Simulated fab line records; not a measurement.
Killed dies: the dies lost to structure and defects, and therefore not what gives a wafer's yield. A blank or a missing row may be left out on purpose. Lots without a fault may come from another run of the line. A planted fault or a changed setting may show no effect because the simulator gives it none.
fab line records -- flow n5Finfet
[record] lots = 12, wafers = 35, lastDay = 17
route steps=1938 shown MOL_CONTACT_COAG@539 MIM_TOP@1834 MIM_TOP_LITHO@1848 MIM_BOT_ETCH@1868 PASSIVATION@1936
lots with no fault: from the same line, run without faults
startH: hours from the record's opening day to when the first of the lot's shown wafers began -- waitH: how many hours have passed since the lot's step before this one -- " as in the row above -- L1.1+2: a single row standing in for several wafers -- - no value, or no start was given -- * or withheld: withheld -- < > ~ a bound
route shown NAME@n: NAME is a module with steps in the file, n the number in the route of the first one -- usual: mean/standard deviation taken from wafers without a fault -- same: alike in all rows -- chamber/n: place in a boat -- sites: readings site by site -- _std_site: standard deviation of those values -- _edge_site: outer sites' mean less inner sites' -- radiusMm: how far each site lies from the wafer's centre -- mask NAME#n: copy n -- behind: the most recent tool/chamber to have shaped the wafer -- hold: why the lot went on hold/how many hours it stayed there/how the hold came to an end -- device: which transistor (n, p or np) failed to switch -- end of line: tests run on the same wafers once the route is complete -- a step with no rows: only its recipe -- killed: the dies lost at the first sort to structure and to defects; this is not the yield of the wafer -- map: per-die view of a wafer (x killed, . not killed, _ where there is no die)
set.NAME: the setting as run; set.NAME@STEP: as run at that earlier step -- model.NAME: the simulator's own value behind a step, which no gauge read
a sample of lots followed through the steps of the route, with each step as a table and each wafer as a row
services: the hour from which a tool's chamber was out of use, counted from the record's first day as startH (under 0 if before that day), plus the number of hours and why
[[steps]]
[step N5_MOL_CONTACT_COAG_STRIP_98]
[recipe] chemistry = N2/H2, powerW = 500, tempC = 40, pressureMtorr = 50, rfFrequencyHz = 6e+07, overashFraction = 0.3, biasPowerW = 8, h2Frac = 0.5, n2FlowSccm = 300, h2FlowSccm = 300
[usual] biasPowerW = 7.999/0.023, drypumpMotorCurrentA = 5.3/0.47, h2FlowSccm = 300.1/0.94, oesProductAu = 0.75/0.096, rfVppV = 54.0/1.5, showerheadPlenumPTorr = 3.33/0.11, throttleValvePct = 18.9/0.32
lot.wafer,tool,chamber,startH,waitH,biasPowerW,drypumpMotorCurrentA,h2FlowSccm,oesProductAu,rfHoursCounterH,rfVppV,showerheadPlenumPTorr,throttleValvePct
L542.3,rieDiel-04,3,88.63,0.0,8.016,4.9,298.2,0.72,165,54.9,3.46,19.0
L542.4,rieDiel-04,0,88.63,0.0,7.982,5.5,299.6,0.70,217,53.3,3.33,19.5
L542.5,rieDiel-04,3,88.63,0.0,8.022,4.9,299.3,0.72,-,54.6,3.46,19.0
L544.2,rieDiel-05,2,102.87,0.0,7.995,5.2,300.6,0.88,38,54.0,3.40,18.2
L544.5,rieDiel-05,0,102.87,0.0,7.982,6.0,298.8,0.66,-,53.3,3.33,18.7
L544.6,rieDiel-05,3,102.87,0.0,8.002,4.9,300.1,0.76,-,51.8,3.22,18.7
L545.1,rieDiel-04,3,106.17,0.0,8.057,4.9,299.4,0.72,171,55.8,3.46,19.0
L545.2,rieDiel-04,2,106.17,0.0,8.013,5.3,300.5,0.73,163,54.5,3.25,18.8
L545.5,rieDiel-04,1,106.17,0.0,7.991,5.4,299.7,0.68,-,54.0,3.18,19.3
L546.1,rieDiel-01,1,112.78,0.0,8.033,4.7,301.5,0.74,176,53.3,3.47,18.9
L546.2,rieDiel-01,0,112.78,0.0,8.014,4.9,300.5,0.68,246,52.5,3.28,18.8
L546.6,rieDiel-01,0,112.78,0.0,8.007,4.9,300.1,0.69,-,54.0,3.27,18.8
L547.4,rieDiel-04,3,117.32,0.0,7.993,4.9,299.7,0.72,175,54.5,3.46,19.1
L547.5,rieDiel-04,1,117.32,0.0,8.006,5.3,299.9,0.69,-,53.4,3.18,19.4
L549.2,rieDiel-01,2,130.98,0.0,7.983,6.3,299.0,0.70,223,51.1,3.33,19.1
L549.4,rieDiel-01,1,130.98,0.0,7.991,4.7,301.5,0.74,177,52.2,3.47,18.9
L549.6,rieDiel-01,1,130.98,0.0,8.035,4.7,300.7,0.74,-,57.9,3.47,18.9
L554.1,rieDiel-04,2,163.50,0.0,7.986,5.3,301.2,0.71,186,55.4,3.24,18.9
L554.2,rieDiel-04,3,163.50,0.0,7.979,4.9,299.6,0.69,194,51.6,3.45,19.1
L554.5,rieDiel-04,1,163.50,0.0,8.001,5.3,300.5,0.67,-,56.5,3.17,19.4
L556.1,rieDiel-05,3,170.37,0.0,8.014,4.9,300.1,0.74,185,51.6,3.21,18.8
L556.3,rieDiel-05,2,170.37,0.0,7.965,5.2,299.8,0.85,63,55.5,3.39,18.2
L556.6,rieDiel-05,3,170.37,0.0,8.000,4.8,299.4,0.74,-,52.7,3.21,18.8
L558.2,rieDiel-01,3,182.80,0.0,7.981,4.9,300.6,0.67,246,53.3,3.32,18.7
L558.5,rieDiel-01,3,182.80,0.0,7.935,4.9,299.8,0.68,-,55.1,3.32,18.7
L558.6,rieDiel-01,0,182.80,0.0,7.984,4.9,299.7,0.93,-,54.8,3.27,18.5
L559.4,rieDiel-01,0,190.10,0.0,7.966,4.9,299.5,0.95,13,54.7,3.26,18.5
L559.5,rieDiel-01,1,190.10,0.0,8.005,4.7,300.6,0.73,-,55.6,3.46,18.9
L559.6,rieDiel-01,0,190.10,0.0,7.939,4.9,299.7,0.94,-,55.4,3.27,18.5
L564.3,rieDiel-04,0,222.77,0.0,7.999,5.5,301.3,0.96,7,55.6,3.30,19.1
L564.5,rieDiel-04,2,222.77,0.0,8.032,5.3,300.8,0.71,-,55.8,3.22,18.9
L564.6,rieDiel-04,1,222.77,0.0,7.986,5.3,298.8,0.93,-,54.4,3.56,19.1
L565.1,rieDiel-04,1,229.20,0.0,7.975,5.3,302.0,0.92,22,54.3,3.56,19.1
L565.2,rieDiel-04,0,229.20,0.0,8.028,5.5,300.6,0.95,8,53.7,3.30,19.1
L565.6,rieDiel-04,3,229.20,0.0,8.017,4.9,299.5,0.69,-,55.0,3.43,19.1
[step N5_MIM_TOP_ALD_00]
[recipe] material = Al2O3, targetThkA = *, tempC = withheld, aldPrecursorFamily = TMA, aldCoReactant = O3, pulseTimeS = withheld, purgeTimeS = 3, coReactantPurgeTimeS = withheld, coReactantPulseTimeS = 3, aldCycles = withheld
[usual] precursorPulseHeightRel = 1.000/0.02
lot.wafer,tool,chamber,startH,waitH,precursorPulseHeightRel
L542.3,aldHk-03,2,244.45,0.1,1.001
L542.4,aldHk-03,3,244.45,0.1,1.020
L542.5,aldHk-03,1,244.45,0.1,0.995
L545.1,aldHk-02,0,257.80,0.1,0.997
L545.2,aldHk-02,1,257.80,0.1,1.026
L545.5,aldHk-02,3,257.80,0.1,1.009
L546.1,aldHk-02,1,269.75,0.1,0.993
L546.2,aldHk-02,2,269.75,0.1,0.995
L546.6,aldHk-02,0,269.75,0.1,1.003
L544.2,aldHk-01,1,272.76,0.1,1.034
L544.5,aldHk-01,2,272.76,0.1,1.000
L544.6,aldHk-01,3,272.76,0.1,0.973
L547.4,aldHk-03,0,282.18,0.1,1.005
L547.5,aldHk-03,0,282.18,0.1,0.974
L549.2,aldHk-01,3,302.84,0.1,0.981
L549.4,aldHk-01,0,302.84,0.1,1.003
L549.6,aldHk-01,1,302.84,0.1,1.013
L554.1,aldHk-02,1,315.41,0.1,1.020
L554.2,aldHk-02,0,315.41,0.1,0.994
L554.5,aldHk-02,0,315.41,0.1,0.986
L556.1,aldHk-02,0,341.76,0.1,0.991
L556.3,aldHk-02,1,341.76,0.1,1.007
L556.6,aldHk-02,3,341.76,0.1,0.972
L559.4,aldHk-01,2,349.27,0.1,1.011
L559.5,aldHk-01,0,349.27,0.1,0.963
L559.6,aldHk-01,3,349.27,0.1,0.975
L558.2,aldHk-02,0,353.15,0.1,0.975
L558.5,aldHk-02,1,353.15,0.1,1.014
L558.6,aldHk-02,0,353.15,0.1,0.974
L564.3,aldHk-01,3,389.25,0.1,1.006
L564.5,aldHk-01,3,389.25,0.1,0.997
L564.6,aldHk-01,0,389.25,0.1,1.021
L565.1,aldHk-01,3,392.35,0.1,0.951
L565.2,aldHk-01,1,392.35,0.1,1.013
L565.6,aldHk-01,2,392.35,0.1,0.994
[step N5_MIM_TOP_LITHO_OVL_MEAS_11]
[recipe] pointsPerWafer = 44
[usual] MIM_TOP_OVL = 2/5.5
lot.wafer,tool,chamber,startH,waitH,MIM_TOP_OVL[nm]
L542.3,overlay-02,0,247.82,0.0,5
L542.4,overlay-02,0,247.82,0.0,-3
L542.5,overlay-02,0,247.82,0.0,5
L545.1,overlay-01,0,258.85,0.0,-4
L545.2,overlay-01,0,258.85,0.0,-2
L545.5,overlay-01,0,258.85,0.0,-9
L546.1,overlay-02,0,270.66,0.0,4
L546.2,overlay-02,0,270.66,0.0,4
L546.6,overlay-02,0,270.66,0.0,-2
L544.2,overlay-01,0,273.82,0.0,0
L544.5,overlay-01,0,273.82,0.0,1
L544.6,overlay-01,0,273.82,0.0,-5
L547.4,overlay-02,0,283.21,0.0,5
L547.5,overlay-02,0,283.21,0.0,12
L549.2,overlay-02,0,304.31,0.0,12
L549.4,overlay-02,0,304.31,0.0,7
L549.6,overlay-02,0,304.31,0.0,4
L554.1,overlay-02,0,316.82,0.0,1
L554.2,overlay-02,0,316.82,0.0,-6
L554.5,overlay-02,0,316.82,0.0,2
L556.1,overlay-01,0,344.36,0.0,7
L556.3,overlay-01,0,344.36,0.0,12
L556.6,overlay-01,0,344.36,0.0,2
L559.4,overlay-02,0,350.65,0.0,-5
L559.5,overlay-02,0,350.65,0.0,-5
L559.6,overlay-02,0,350.65,0.0,-2
L558.2,overlay-02,0,356.40,0.0,-2
L558.5,overlay-02,0,356.40,0.0,-4
L558.6,overlay-02,0,356.40,0.0,1
L564.3,overlay-01,0,392.09,0.0,11
L564.5,overlay-01,0,392.09,0.0,12
L564.6,overlay-01,0,392.09,0.0,5
L565.1,overlay-02,0,393.34,0.0,-11
L565.2,overlay-02,0,393.34,0.0,-10
L565.6,overlay-02,0,393.34,0.0,-15
[step N5_MIM_BOT_ETCH_ETCH_00]
[recipe] chemistry = Cl2/BCl3, target = TiN, targetDepthA = 455, ionEnergyEv = 150, pressureMtorr = 10, icpW = 1000, biasW = 126, Cl2_flow_sccm = 53.25, bcl3FlowSccm = 21.75, Ar_flow_sccm = 25
[usual] biasW = 126.0/0.34, drypumpMotorCurrentA = 5.5/0.42, oesProductAu = 0.77/0.051, throttleValvePct = 21.88/0.14
lot.wafer,tool,chamber,startH,waitH,biasW,drypumpMotorCurrentA,oesProductAu,rfHoursCounterH,throttleValvePct
L542.3,rieMetal-01,0,248.90,0.1,126.0,5.9,0.77,-,21.70
L542.4,rieMetal-01,1,248.90,0.1,125.7,5.2,0.89,-,21.76
L542.5,rieMetal-01,1,248.90,0.1,125.8,5.2,0.88,-,21.76
L545.1,rieMetal-01,0,260.08,0.1,126.5,5.9,0.76,45,21.72
L545.2,rieMetal-01,1,260.08,0.1,125.7,5.2,0.88,10,21.75
L545.5,rieMetal-01,1,260.08,0.1,125.7,5.2,0.87,-,21.75
L546.1,rieMetal-02,0,271.83,0.1,126.0,6.2,0.74,71,22.10
L546.2,rieMetal-02,1,271.83,0.1,126.4,5.1,0.73,55,21.82
L546.6,rieMetal-02,1,271.83,0.1,126.7,5.1,0.72,-,21.82
L544.2,rieMetal-01,0,274.99,0.1,125.6,5.9,0.75,47,21.73
L544.5,rieMetal-01,1,274.99,0.1,126.7,5.2,0.87,-,21.78
L544.6,rieMetal-01,0,274.99,0.1,125.7,5.9,0.76,-,21.71
L547.4,rieMetal-02,1,285.05,0.1,126.7,5.2,0.72,-,21.81
L547.5,rieMetal-02,0,285.05,0.1,126.5,6.2,0.74,-,22.10
L549.2,rieMetal-01,1,305.54,0.1,125.6,5.2,0.84,15,21.78
L549.4,rieMetal-01,1,305.54,0.1,125.8,5.2,0.85,-,21.79
L549.6,rieMetal-01,0,305.54,0.1,125.6,5.9,0.75,-,21.74
L554.1,rieMetal-02,0,318.29,0.1,125.7,6.2,0.73,76,22.11
L554.2,rieMetal-02,1,318.29,0.1,125.8,5.1,0.72,60,21.81
L554.5,rieMetal-02,0,318.29,0.1,126.1,6.2,0.73,-,22.10
L556.1,rieMetal-01,1,345.55,0.1,126.0,5.2,0.84,18,21.78
L556.3,rieMetal-01,1,345.55,0.1,126.0,5.2,0.83,-,21.81
L556.6,rieMetal-01,1,345.55,0.1,126.5,5.2,0.83,-,21.80
L559.4,rieMetal-01,1,352.32,0.2,126.1,5.2,0.82,-,21.79
L559.5,rieMetal-01,1,352.32,0.2,125.9,5.2,0.83,-,21.80
L559.6,rieMetal-01,1,352.32,0.2,126.1,5.2,0.83,-,21.80
L558.2,rieMetal-02,0,357.64,0.1,126.0,6.2,0.73,80,22.10
L558.5,rieMetal-02,1,357.64,0.1,125.4,5.2,0.70,-,21.83
L558.6,rieMetal-02,0,357.64,0.1,125.7,6.2,0.72,-,22.12
L564.3,rieMetal-02,0,393.39,0.1,126.3,6.2,0.72,-,22.11
L564.5,rieMetal-02,1,393.39,0.1,125.9,5.2,0.69,-,21.86
L564.6,rieMetal-02,0,393.39,0.1,126.4,6.2,0.71,-,22.11
L565.1,rieMetal-03,0,394.49,0.1,126.8,5.2,0.75,29,22.03
L565.2,rieMetal-03,0,394.49,0.1,126.9,5.2,0.76,-,22.02
L565.6,rieMetal-03,0,394.49,0.1,126.7,5.2,0.75,-,22.03
[step N5_PASSIVATION_PROBE_49]
[usual] killed_at_M0_to_M3 = 35/11, killed_at_M4_up = 13/5.7, killedAtContacts = 12/5.7, killedAtFrontEnd = 40/11, killedAtOther = 4/4.4, killedDies = 105/18, killedOpen = 68/14, killedShort = 34/7.4
[same] grossDies = 1180, killedAtBackSide = 0
lot.wafer,tool,chamber,startH,waitH,killed_at_M0_to_M3,killed_at_M4_up,killedAtContacts,killedAtFrontEnd,killedAtOther,killedDies,killedOpen,killedShort
L559.4,prober-02,-,363.79,0.6,38,5,53,30,15,141,49,33
L559.5,prober-02,-,363.84,0.7,30,4,103,28,2,167,52,26
L559.6,prober-02,-,363.89,0.7,47,10,56,36,40,189,54,43
L558.2,prober-02,-,367.64,0.1,23,14,106,54,6,203,65,34
L558.5,prober-02,-,367.79,0.2,30,13,100,63,0,206,67,38
L558.6,prober-02,-,367.84,0.3,26,10,67,29,0,132,56,30
// killed by level:class
L559.4 MOL_CONTACT_COAG:unspecified=47 BEOL_M0_SAQP:geometricParticle:short=9 BEOL_M0_SAQP:geometricParticle:open=9 BEOL_M1:geometricParticle:open=7 BEOL_M2:geometricParticle:open=6 FIN_SAQP:geometricParticle:short=5 MOL_CONTACT_COAG:geometricParticle:open=5 MIM_TOP_ETCH:areaEtch=5
L559.5 MOL_CONTACT_COAG:unspecified=87 MOL_CONTACT_COAG:geometricParticle:open=14 DUMMY_GATE:geometricParticle:open=8 BEOL_M0_SAQP:geometricParticle:open=7 BEOL_M0_SAQP:geometricParticle:short=6 BEOL_M1:geometricParticle:open=6 GATE_CUT:geometricParticle:short=5 BEOL_M1:geometricParticle:short=4
L559.6 MOL_CONTACT_COAG:unspecified=49 PASSIVATION:areaEtch=31 BEOL_M0_SAQP:geometricParticle:short=18 BEOL_M0_SAQP:geometricParticle:open=15 BEOL_M2:geometricParticle:open=7 MOL_CONTACT_COAG:geometricParticle:open=6 HKMG_FIN:areaEtch=5 STI_FIN_REVEAL:geometricParticle:open=4
L558.2 MOL_CONTACT_COAG:unspecified=95 FIN_SAQP:geometricParticle:open=12 BEOL_M4:geometricParticle:open=9 HKMG_FIN:areaEtch=9 FIN_SAQP:geometricParticle:short=8 MOL_CONTACT_COAG:geometricParticle:open=8 STI_FIN_REVEAL:geometricParticle:open=5 ILD0:geometricParticle:open=5
L558.5 MOL_CONTACT_COAG:unspecified=92 FIN_SAQP:geometricParticle:short=14 BEOL_M1:geometricParticle:open=13 FIN_SAQP:geometricParticle:open=10 HKMG_FIN:areaEtch=9 GATE_CUT:geometricParticle:short=8 STI_FIN_REVEAL:geometricParticle:open=7 BEOL_M4:geometricParticle:open=7
L558.6 MOL_CONTACT_COAG:unspecified=46 FIN_SAQP:geometricParticle:short=16 MOL_CONTACT_COAG:geometricParticle:open=16 BEOL_M1:geometricParticle:open=8 FIN_SAQP:geometricParticle:open=7 BEOL_M0_SAQP:geometricParticle:open=6 MOL_CONTACT_COAG:geometricParticle:short=5 BEOL_M0_SAQP:geometricParticle:short=4
[[services]]
tool,chamber,startH,hours,kind
rieDiel-05,-,71.46,0.8,repair
rieDiel-01,-,102.19,4.3,pm
rieDiel-01,2,107.31,5.2,repair
rieDiel-01,-,114.81,14.6,pm
aldHk-01,-,119.08,1.4,repair
rieDiel-05,2,120.99,4.6,repair
rieMetal-02,0,134.83,3.9,repair
rieDiel-04,1,152.74,6.5,repair
rieMetal-02,-,170.17,0.7,repair
rieMetal-02,0,186.25,6.2,repair
rieDiel-04,-,235.24,2.8,pm
rieDiel-04,-,240.99,2.6,repair
rieMetal-01,-,242.11,2.8,pm
aldHk-01,-,242.60,6.0,pm
aldHk-01,-,254.15,2.8,pm
rieMetal-02,-,268.80,1.4,pm
rieDiel-01,0,269.87,1.4,repair
aldHk-01,-,289.20,4.0,repair
aldHk-02,-,309.37,0.5,repair
rieDiel-04,2,320.59,4.6,repair
rieMetal-01,0,341.88,13.9,repair
aldHk-02,-,346.78,1.0,repair
rieDiel-01,1,350.04,2.2,repair
rieDiel-01,3,370.96,4.0,repair
[[key]]
[firstSign] step = N5_PASSIVATION_PROBE_49, reading = killedAtContacts, direction = up, sigmas = 12, usual = 12, struck = 81
[effect] step = N5_PASSIVATION_PROBE_49, reading = killedDies, direction = up, sigmas = 3.9, usual = 105, struck = 173
[moreKillsBornAt] N5_MOL_CONTACT_COAG_STRIP_98@rieDiel-01 = 416
metAt N5_MOL_CONTACT_COAG_STRIP_98
struckLots L558,L559
testerLeftOut L558,L559
[baselineLoss] step = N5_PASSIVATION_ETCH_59, wafers = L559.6
notActingAt N5_MIM_TOP_ALD_00,N5_MIM_TOP_LITHO_OVL_MEAS_11,N5_MIM_BOT_ETCH_ETCH_00
onsetBetween 130.98 182.80
[fault] kind = chamberParticleSource, tool = rieDiel-01, chamber = -, onsetH = 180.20, steps = N5_MOL_CONTACT_COAG_STRIP_98, ratePerVisitCm2 = 0.39816, endH = 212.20
// testerLeftOut: of these lots the tester's yield and bins aren't shown, on N5 and GAA mostly nor the transistor test; their killed dies are dies lost to structure and defects alone, not to doping, threshold or leakage, so they don't give the yield
// baselineLoss: these wafers lose ten dies or more at that step, a loss of the line's own and not of a fault; the sort's usual values leave them out
